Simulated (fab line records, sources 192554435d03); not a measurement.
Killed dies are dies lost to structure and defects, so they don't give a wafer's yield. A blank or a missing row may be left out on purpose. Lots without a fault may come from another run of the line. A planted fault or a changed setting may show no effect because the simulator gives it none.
Problem report in the 8D (eight disciplines) form, filled by code | flow n5_finfet | the parts of the form that need people (team, actions taken, sign-off) are left out

1. THE PROBLEM
time_to_endpoint_s at N5_BEOL_M10_CMP_52 reads a mean of 1 s on 9 wafers of 3 lots; wafers without a fault read 64 s with a standard deviation of 3.8. That is -16 standard deviations from the usual mean.
The step: polishes, stops on SiCOH lowk, t overpolish 7 s, target thk 140 nm.
First seen on wafer L870.4, day 14 23:00, on cmp-02. The record holds 30 wafers of 10 lots with a number at this step. Rule for "out", or "out of limits": more than 4 standard deviations from the usual mean. The other wafers with a number count as sound.

2. WHAT IT IS AND WHAT IT IS NOT
question                    | is                     | is not
which readings at this step | time_to_endpoint_s     | motor_current_A
which lots                  | L867, L869, L870       | L851, L854, L855, L859, L871, L872, L873
which wafers of those lots  | all that have a number | -
read on which tools         | cmp-01, cmp-02, cmp-03 | -
when                        | from day 14 23:00      | up to then (12 sound wafers); but 9 sound wafers of L871, L872, L873 came after

3. SUSPECTS, AND WHAT RULES EACH OUT
Counting: a tool at a process step up to the reading stays a suspect if it ran every lot that is out and no sound lot after the first of them.
- pvd_sputter-01 at N5_BEOL_M10_SPUTTER_48 (material Cu, target thk 12 nm, time 2 s): ruled out as a lasting fault. Sound lots L872 ran on it after its first lot that is out, L870 (day 14 22:14).
Left after counting: nothing in the record.

4. THE CAUSE (what the simulator had put in)
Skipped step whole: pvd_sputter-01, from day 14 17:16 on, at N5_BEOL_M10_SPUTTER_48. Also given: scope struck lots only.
Counting ruled it out, wrongly: the rule takes a fault to strike every lot that its tool runs from its start on, and this one did not.

5. THE CHAIN OF EFFECTS, in route order
Each row: a reading whose mean over the struck wafers that have a number lies more than 3 standard deviations from the usual. Only readings for which the record gives a usual standard deviation are gone through. hours: the time from each lot's start at the first step in this table that gives one to its start at this step, as a median over the lots. sigmas: the change in usual standard deviations.
hours | step                    | reading              | usual  | on struck wafers | change | sigmas
0     | N5_BEOL_M10_CMP_52      | time_to_endpoint_s   | 64 s   | 1                | -63    | -16
52    | N5_PASSIVATION_PROBE_49 | defect_limited_yield | 91.2 % | 0.0              | -91.2  | -57
52    | N5_PASSIVATION_PROBE_49 | killed_at_M4_up      | 13     | 1085             | +1072  | +99 or more
52    | N5_PASSIVATION_PROBE_49 | killed_dies          | 104    | 1180             | +1076  | +57
52    | N5_PASSIVATION_PROBE_49 | killed_on_rim        | 14     | 152              | +138   | +33
52    | N5_PASSIVATION_PROBE_49 | sort_bin_5_function  | 5.3 %  | 96.3             | +91.0  | +83
52    | N5_PASSIVATION_PROBE_49 | sort_n_pass          | 1076   | 0                | -1076  | -57
52    | N5_PASSIVATION_PROBE_49 | sort_yield_pct       | 91.2 % | 0.0              | -91.2  | -57
The process steps in it:
- N5_BEOL_M10_CMP_52: polishes, stops on SiCOH lowk, t overpolish 7 s, target thk 140 nm.
- N5_PASSIVATION_PROBE_49
Readings that are blank on the struck wafers while sound wafers have them: bias_v at N5_BEOL_M10_SPUTTER_48; cathode_dc_power_W at N5_BEOL_M10_SPUTTER_48; chamber_pressure_pa at N5_BEOL_M10_SPUTTER_48; throttle_valve_pct at N5_BEOL_M10_SPUTTER_48.

6. WHAT WOULD HAVE CAUGHT IT SOONER
In this record the first reading out of limits was taken at day 14 23:00, 6 hours after the fault began at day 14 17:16.
At N5_BEOL_M10_SPUTTER_48 the tool's readings are blank on the struck wafers, where sound wafers have them: an empty tool record is the first sign, and it was there at once.
